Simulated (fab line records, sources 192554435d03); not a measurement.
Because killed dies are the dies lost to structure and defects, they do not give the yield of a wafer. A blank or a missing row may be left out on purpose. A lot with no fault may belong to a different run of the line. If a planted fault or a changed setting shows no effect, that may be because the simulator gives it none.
A single fault, viewed from 2 desks    flow n5_finfet    only its own numbers are on each desk; what lay behind them is given at the end

## TOOL OWNER'S DESK, pecvd-01
The tool's own readings at N5_BEOL_M0_SAQP_PECVD_00 (deposits SiCN from 3MS/NH3, target thk 8 nm, time 14 s): means of the sampled wafers that have a number, for each lot that ran on this tool. Marked OUT: a lot whose mean sits more than 4 standard deviations from the usual mean, which makes it out of limits; the brackets give that distance.
Columns: A = showerhead_plenum_p_Torr at N5_BEOL_M0_SAQP_PECVD_00, usual 3.667 Torr; B = throttle_valve_pct at N5_BEOL_M0_SAQP_PECVD_00, usual 9.2 %
lot   first seen here  A      B
L495  day 5 13:46      3.667  8.7
L506  day 8 15:31      3.670  9.1
L507  day 8 18:31      3.667  9.1
L511  day 9 09:07      3.664  9.0
L512  day 9 17:59      3.669  9.2
L513  day 9 20:59      3.664  9.0
This desk's finding: nothing out of limits on any of the 6 lots.

## AT THE METROLOGY DESK
Means of the sampled wafers that have a number, per lot and without regard to the tool the lot ran on: this is what the gauges read. Marked OUT: a lot whose mean sits more than 4 standard deviations from the usual mean, which makes it out of limits; the brackets give that distance. Readings shown: 7 out of 11 (the first out of limits, and those lying furthest out on some lot).
Columns: A = M0_RS at N5_BEOL_M0_RS_MEAS_126, usual 0.526 ohm/sq; B = DIBL_N at N5_BEOL_M4_RC_MEAS_101, usual 35.9 mV/V; C = IOFF_P at N5_BEOL_M4_RC_MEAS_101, usual 0.201 nA/um; D = ION_P at N5_BEOL_M4_RC_MEAS_101, usual 460 uA/um; E = SS_N at N5_BEOL_M4_RC_MEAS_101, usual 71.6 mV/dec; F = SS_P at N5_BEOL_M4_RC_MEAS_101, usual 73.1 mV/dec; G = VT_P at N5_BEOL_M4_RC_MEAS_101, usual -251.6 mV
lot   first seen here  A                 B     C      D    E     F     G
L495  day 6 01:56      0.515             36.6  0.225  461  71.9  74.0  -250.8
L498  day 6 19:07      0.518             36.6  0.193  459  71.7  72.8  -253.3
L501  day 7 14:52      0.512             35.1  0.176  456  71.6  73.1  -253.8
L502  day 7 16:28      0.510             34.4  0.150  448  71.2  72.5  -256.6
L506  day 9 05:32      0.530             33.8  0.208  465  71.7  73.5  -249.9
L507  day 9 09:38      0.560             36.2  0.178  459  70.9  72.3  -254.1
L508  day 9 14:23      0.521             37.3  0.229  465  71.6  73.4  -249.4
L511  day 9 21:38      0.596 (+4.1) OUT  38.3  0.208  460  71.6  73.9  -251.5
L512  day 10 06:51     0.580             35.7  0.184  459  71.3  72.8  -253.3
L513  day 10 10:13     0.577             34.5  0.145  450  71.3  73.1  -257.6
This desk reports L511 out of limits; the earliest was L511 at day 9 21:38 (M0_RS at N5_BEOL_M0_RS_MEAS_126). Within limits: L495, L498, L501, L502, L506, L507, L508, L512, L513.

## ALL TOGETHER
An alarm was possible from the metrology desk at day 9 21:38, on L511.
The desk of the tool owner found nothing out of limits.
The tool owner's desk has L511 on record, within its limits.
Of the lots named, all ran N5_BEOL_M0_SAQP_PECVD_00 on pecvd-01.

## WHAT THE SIMULATOR HAD PUT IN
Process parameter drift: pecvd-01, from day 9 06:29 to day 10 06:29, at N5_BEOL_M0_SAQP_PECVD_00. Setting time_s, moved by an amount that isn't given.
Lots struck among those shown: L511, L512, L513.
Time in hours between the start of the fault and the first out-of-limits reading at each desk: metrology desk, 15.
